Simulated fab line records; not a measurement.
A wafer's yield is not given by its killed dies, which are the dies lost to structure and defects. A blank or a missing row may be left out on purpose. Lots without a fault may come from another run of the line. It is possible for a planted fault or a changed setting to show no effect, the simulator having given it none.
Matching of chambers + flow n5_finfet + N5_BEOL_M9_DEP_56 on pecvd-02 has 3 sister chambers
The step deposits SiCN from 3MS/NH3, target thk 15 nm, time 26.5 s. 18 wafers are shown with their chamber, then 9 later ones without.

WAFERS, EACH WITH ITS CHAMBER
| wafer  | chamber | showerhead_vpp_V (V) | throttle_valve_pct (%) | showerhead_plenum_p_Torr (Torr) |
|--------|---------|----------------------|------------------------|---------------------------------|
| L075.2 | 2       | 850                  | 8.7                    | 3.689                           |
| L075.5 | 0       | 963                  | 8.6                    | 3.685                           |
| L075.6 | 2       | 871                  | 8.6                    | 3.699                           |
| L076.3 | 1       | 981                  | 9.7                    | 3.668                           |
| L076.4 | 2       | 851                  | 8.7                    | 3.697                           |
| L076.6 | 0       | 975                  | 8.4                    | 3.686                           |
| L077.2 | 1       | 969                  | 9.6                    | 3.667                           |
| L077.4 | 2       | 857                  | 8.9                    | 3.675                           |
| L077.6 | 1       | 993                  | 9.4                    | 3.664                           |
| L079.1 | 0       | 947                  | 8.7                    | 3.679                           |
| L079.3 | 2       | 851                  | 8.8                    | 3.689                           |
| L079.5 | 1       | 995                  | 9.8                    | 3.656                           |
| L082.2 | 2       | 839                  | 8.9                    | 3.678                           |
| L082.4 | 0       | 979                  | 8.8                    | 3.691                           |
| L082.5 | 1       | 986                  | 9.7                    | 3.661                           |
| L087.1 | 0       | 973                  | 8.8                    | 3.678                           |
| L087.5 | 1       | 992                  | 9.6                    | 3.682                           |
| L087.6 | 0       | 956                  | 8.8                    | 3.687                           |

SIGNATURES, as means of the wafers listed above
| reading                  | chamber 0 | chamber 1 | chamber 2 | scatter within a chamber |
|--------------------------|-----------|-----------|-----------|--------------------------|
| showerhead_vpp_V         | 965.50    | 986.00    | 853.17    | 11                       |
| throttle_valve_pct       | 8.683     | 9.633     | 8.767     | 0.14                     |
| showerhead_plenum_p_Torr | 3.68433   | 3.66633   | 3.68783   | 0.00811                  |
Rule: a wafer lies at a distance from a chamber equal to the root of the sum of squares, over the readings, of (its reading less the chamber's mean, divided by the reading's scatter). If the next closest chamber is less than 2 further off than the closest, the wafer can't be placed; otherwise it belongs to the closest. The scatter is the square root of a quotient: the sum, over the shown wafers, of each reading's squared deviation from its chamber's mean, divided by wafers minus chambers.

WAFERS WHOSE CHAMBER IS MISSING
| wafer  | showerhead_vpp_V (V) | throttle_valve_pct (%) | showerhead_plenum_p_Torr (Torr) |
|--------|----------------------|------------------------|---------------------------------|
| L092.2 | 1006                 | 9.6                    | 3.659                           |
| L092.4 | 850                  | 8.9                    | 3.685                           |
| L092.5 | 953                  | 8.8                    | 3.690                           |
| L095.2 | 843                  | 8.9                    | 3.687                           |
| L095.4 | 963                  | 8.5                    | 3.695                           |
| L095.5 | 860                  | 8.8                    | 3.693                           |
| L096.1 | 940                  | 8.7                    | 3.685                           |
| L096.4 | 962                  | 9.0                    | 3.685                           |
| L096.6 | 998                  | 9.4                    | 3.662                           |

WHICH CHAMBER EACH WENT THROUGH
| wafer  | from the rows above | in truth |
|--------|---------------------|----------|
| L092.2 | 1                   | 1        |
| L092.4 | 2                   | 2        |
| L092.5 | 0                   | 0        |
| L095.2 | 2                   | 2        |
| L095.4 | 0                   | 0        |
| L095.5 | 2                   | 2        |
| L096.1 | 0                   | 0        |
| L096.4 | 0                   | 0        |
| L096.6 | 1                   | 1        |
Correct placement for 9 of the 9. From these rows, 0 cannot be placed. Wrongly placed: 0.
